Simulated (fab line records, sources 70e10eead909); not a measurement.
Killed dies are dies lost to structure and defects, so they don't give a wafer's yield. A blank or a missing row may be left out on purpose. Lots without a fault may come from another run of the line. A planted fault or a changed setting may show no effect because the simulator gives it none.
Which tool did it? | flow nand_harc | 24 lots, 72 wafers sampled, at 4 steps of a route of 1302

WHAT THE GAUGES READ, wafer by wafer
NHARC_P_GATE_CD_MEAS_59: target cd 720 nm.
lot  | measured     | on        | cd_nm (nm)
L074 | day 5 14:00  | cd_sem-01 | 724 720 722
L075 | day 6 00:53  | cd_sem-03 | 722 717 718
L076 | day 6 10:01  | cd_sem-03 | 720 720 717
L077 | day 7 02:04  | cd_sem-01 | 723 725 723
L078 | day 7 06:13  | cd_sem-01 | 726 723 724
L079 | day 7 13:23  | cd_sem-01 | 719 719 722
L080 | day 8 08:58  | cd_sem-03 | 722 718 720
L081 | day 8 15:36  | cd_sem-01 | 727 722 725
L082 | day 8 23:37  | cd_sem-03 | 720 714 719
L083 | day 9 16:34  | cd_sem-01 | 720 723 717
L084 | day 9 19:55  | cd_sem-01 | 726 721 721
L085 | day 10 03:47 | cd_sem-03 | 723 717 721
L086 | day 10 12:23 | cd_sem-01 | 722 727 723
L087 | day 10 19:50 | cd_sem-03 | 718 718 717
L088 | day 11 19:58 | cd_sem-03 | 721 724 725
L089 | day 11 20:44 | cd_sem-02 | 719 721 717
L091 | day 12 22:25 | cd_sem-02 | 722 723 725
L090 | day 12 23:01 | cd_sem-02 | 720 717 723
L093 | day 13 11:19 | cd_sem-03 | 716 722 717
L092 | day 13 12:10 | cd_sem-02 | 721 718 721
L094 | day 14 03:32 | cd_sem-03 | 718 722 719
L095 | day 14 15:07 | cd_sem-01 | 719 719 724
L096 | day 14 20:25 | cd_sem-03 | 722 718 720
L097 | day 14 21:15 | cd_sem-02 | 720 723 714

NHARC_P_CONTACT_INSPECT_14.
lot  | measured     | on                | raw_defect_count
L074 | day 5 20:27  | defect_inspect-02 | 3 7 5
L075 | day 6 07:18  | defect_inspect-01 | 2 4 3
L076 | day 6 16:25  | defect_inspect-01 | 6 6 5
L077 | day 7 08:25  | defect_inspect-02 | 5 7 9
L078 | day 7 12:28  | defect_inspect-01 | 4 4 1
L079 | day 7 19:45  | defect_inspect-01 | 2 4 4
L080 | day 8 15:28  | defect_inspect-01 | 4 0 2
L081 | day 8 22:08  | defect_inspect-01 | 3 4 7
L082 | day 9 06:07  | defect_inspect-01 | 7 6 10
L083 | day 9 23:04  | defect_inspect-01 | 4 4 3
L084 | day 10 02:26 | defect_inspect-02 | 4 9 3
L085 | day 10 10:17 | defect_inspect-02 | 4 2 4
L086 | day 10 19:01 | defect_inspect-01 | 12 5 6
L087 | day 11 02:09 | defect_inspect-01 | 2 4 4
L088 | day 12 02:26 | defect_inspect-02 | 2 2 5
L089 | day 12 03:15 | defect_inspect-02 | 6 1 4
L091 | day 13 04:49 | defect_inspect-02 | 4 1 3
L090 | day 13 05:32 | defect_inspect-02 | 8 4 2
L093 | day 13 17:47 | defect_inspect-01 | 1 5 4
L092 | day 13 18:33 | defect_inspect-01 | 4 2 6
L094 | day 14 10:12 | defect_inspect-02 | 6 7 2
L095 | day 14 21:28 | defect_inspect-01 | 3 1 0
L096 | day 15 02:50 | defect_inspect-01 | 6 4 3
L097 | day 15 03:39 | defect_inspect-02 | 4 6 1

WHICH TOOL RAN EACH LOT (tool, then ch and the chambers of the sampled wafers, then the start)
lot  | NHARC_P_GATE_DESCUM_61             | NHARC_P_CONTACT_DEP_00
L074 | rie_diel-13 ch 2,3, day 5 14:11    | pecvd-02 ch 0,1,2, day 5 20:27 or earlier
L075 | rie_diel-01 ch 0,2,3, day 6 01:05  | pecvd-01 ch 0,1,2, day 6 07:18 or earlier
L076 | rie_diel-07 ch 0,3, day 6 10:11    | pecvd-02 ch 1,2, day 6 16:25 or earlier
L077 | rie_diel-01 ch 1,3, day 7 02:14    | pecvd-02 ch 0,1,2, day 7 08:25 or earlier
L078 | rie_diel-01 ch 0,2,3, day 7 06:23  | pecvd-04 ch 0,2, day 7 12:28 or earlier
L079 | rie_diel-13 ch 1,2,3, day 7 13:34  | pecvd-02 ch 0,1,2, day 7 19:45 or earlier
L080 | rie_diel-01 ch 0,1,3, day 8 09:07  | pecvd-02 ch 0,1,2, day 8 15:28 or earlier
L081 | rie_diel-13 ch 0,2,3, day 8 15:46  | pecvd-04 ch 0,1,2, day 8 22:08 or earlier
L082 | rie_diel-13 ch 0,3, day 8 23:46    | pecvd-02 ch 0,2, day 9 06:07 or earlier
L083 | rie_diel-13 ch 1,2,3, day 9 16:44  | pecvd-04 ch 1,2, day 9 23:04 or earlier
L084 | rie_diel-07 ch 0,1,2, day 9 20:04  | pecvd-02 ch 0,2, day 10 02:26 or earlier
L085 | rie_diel-07 ch 0,2, day 10 03:58   | pecvd-02 ch 0,1, day 10 10:17 or earlier
L086 | rie_diel-01 ch 0,2,3, day 10 12:34 | pecvd-01 ch 1,2, day 10 19:01 or earlier
L087 | rie_diel-13 ch 0,3, day 10 20:01   | pecvd-02 ch 0,1, day 11 02:09 or earlier
L088 | rie_diel-01 ch 1,2,3, day 11 20:08 | pecvd-02 ch 1,2, day 12 02:26 or earlier
L089 | rie_diel-01 ch 0,1,3, day 11 20:54 | pecvd-04 ch 0,1,2, day 12 03:15 or earlier
L091 | rie_diel-13 ch 0,1,3, day 12 22:35 | pecvd-04 ch 0,1,2, day 13 04:49 or earlier
L090 | rie_diel-07 ch 0,2, day 12 23:10   | pecvd-02 ch 1,2, day 13 05:32 or earlier
L093 | rie_diel-01 ch 0,3, day 13 11:29   | pecvd-04 ch 0,2, day 13 17:47 or earlier
L092 | rie_diel-13 ch 0,1,3, day 13 12:21 | pecvd-04 ch 0,2, day 13 18:33 or earlier
L094 | rie_diel-01 ch 0,1, day 14 03:41   | pecvd-02 ch 0,2, day 14 10:12 or earlier
L095 | rie_diel-13 ch 0,3, day 14 15:16   | pecvd-01 ch 0,1,2, day 14 21:28 or earlier
L096 | rie_diel-01 ch 1,2,3, day 14 20:35 | pecvd-01 ch 0,2, day 15 02:50 or earlier
L097 | rie_diel-13 ch 0,1,2, day 14 21:25 | pecvd-04 ch 0,1,2, day 15 03:39 or earlier
- NHARC_P_GATE_DESCUM_61: chemistry O2, time 3 s.
- NHARC_P_CONTACT_DEP_00: deposits SiO2, target thk 500 nm.

WHAT THE TOOLS THEMSELVES READ (means of the sampled wafers that have a number; where no wafer has one, the mark that the record gives instead)
NHARC_P_GATE_DESCUM_61.
lot  | tool        | drypump_motor_current_A (A) | o2_flow_sccm (sccm) | oes_product_au (a.u.) | rf_vpp_V (V) | showerhead_plenum_p_Torr (Torr) | throttle_valve_pct (%)
L074 | rie_diel-13 | 6.3                         | 199.6               | 1.034                 | 57.8         | 1.91                            | 11.300
L075 | rie_diel-01 | 6.0                         | 200.8               | 1.012                 | 57.4         | 1.90                            | 11.321
L076 | rie_diel-07 | 5.9                         | 200.1               | 0.986                 | 57.0         | 1.87                            | 11.315
L077 | rie_diel-01 | 5.7                         | 200.2               | 1.025                 | 58.3         | 1.89                            | 11.304
L078 | rie_diel-01 | 6.0                         | 199.3               | 1.011                 | 57.7         | 1.90                            | 11.323
L079 | rie_diel-13 | 5.9                         | 200.3               | 1.012                 | 58.0         | 1.97                            | 11.304
L080 | rie_diel-01 | 5.8                         | 200.2               | 1.011                 | 57.7         | 1.96                            | 11.316
L081 | rie_diel-13 | 6.2                         | 200.1               | 1.021                 | 57.2         | 1.93                            | 11.314
L082 | rie_diel-13 | 5.9                         | 199.7               | 1.006                 | 58.2         | 1.89                            | 11.312
L083 | rie_diel-13 | 5.9                         | 199.9               | 1.009                 | 57.9         | 1.97                            | 11.312
L084 | rie_diel-07 | 5.7                         | 200.5               | 0.987                 | 57.4         | 1.89                            | 11.323
L085 | rie_diel-07 | 6.2                         | 200.1               | 0.983                 | 57.7         | 1.83                            | 11.305
L086 | rie_diel-01 | 6.0                         | 199.9               | 1.007                 | 57.2         | 1.89                            | 11.308
L087 | rie_diel-13 | 5.9                         | 200.2               | 1.007                 | 58.2         | 1.89                            | 11.308
L088 | rie_diel-01 | 5.7                         | 200.2               | 1.007                 | 58.9         | 1.90                            | 11.315
L089 | rie_diel-01 | 5.8                         | 199.3               | 1.003                 | 57.2         | 1.96                            | 11.302
L091 | rie_diel-13 | 5.6                         | 199.8               | 1.013                 | 57.7         | 1.93                            | 11.316
L090 | rie_diel-07 | 5.9                         | 200.1               | 1.002                 | 56.9         | 1.81                            | 11.327
L093 | rie_diel-01 | 6.1                         | 200.7               | 1.006                 | 57.4         | 1.95                            | 11.306
L092 | rie_diel-13 | 5.6                         | 200.0               | 1.019                 | 57.0         | 1.93                            | 11.296
L094 | rie_diel-01 | 5.5                         | 199.6               | 1.012                 | 58.3         | 2.04                            | 11.316
L095 | rie_diel-13 | 5.9                         | 200.1               | 1.007                 | 57.7         | 1.89                            | 11.314
L096 | rie_diel-01 | 5.7                         | 199.3               | 1.010                 | 58.4         | 1.90                            | 11.315
L097 | rie_diel-13 | 5.7                         | 199.7               | 1.016                 | 58.4         | 1.98                            | 11.320

NHARC_P_CONTACT_DEP_00.
lot  | tool     | heater_power_w (W) | throttle_valve_pct (%)
L074 | pecvd-02 | 511                | 16.3
L075 | pecvd-01 | 639                | 15.7
L076 | pecvd-02 | 543                | 16.3
L077 | pecvd-02 | 525                | 16.3
L078 | pecvd-04 | 600                | 16.2
L079 | pecvd-02 | 519                | 16.3
L080 | pecvd-02 | 507                | 16.3
L081 | pecvd-04 | 527                | 16.2
L082 | pecvd-02 | 535                | 15.9
L083 | pecvd-04 | 483                | 16.2
L084 | pecvd-02 | 491                | 16.2
L085 | pecvd-02 | 513                | 17.0
L086 | pecvd-01 | 686                | 16.0
L087 | pecvd-02 | 563                | 16.4
L088 | pecvd-02 | 602                | 16.0
L089 | pecvd-04 | 537                | 16.4
L091 | pecvd-04 | 500                | 15.9
L090 | pecvd-02 | 626                | 15.6
L093 | pecvd-04 | 549                | 15.7
L092 | pecvd-04 | 538                | 15.8
L094 | pecvd-02 | 500                | 15.7
L095 | pecvd-01 | 633                | 15.8
L096 | pecvd-01 | 653                | 15.6
L097 | pecvd-04 | 539                | 16.0

THE ANSWER, worked out from the rows above alone
Rule: what is usual is taken from the lots themselves. Put in order of their means at a reading, lots are off if they are a third of the lots or fewer, leave a main group of 4 or more, and stand apart from it by a gap of 3 or more times the standard deviation of the main group's means; of several such gaps the widest counts. A main group whose means are all the same, to the digits that the tables above print for the reading, isn't used. A lot without any number at a reading at which 4 lots or more have one is off too. The other lots that the step has rows for count as sound. The gauges are gone through in route order, then the tools' own readings, and for those a lot's mean is taken as printed above. The first step at which some lot is off is used, and at that step the reading that is off furthest; a lot without a number counts as furthest.
No lot is off at any reading shown: from this, nothing can be told.

WHAT THE SIMULATOR HAD PUT IN
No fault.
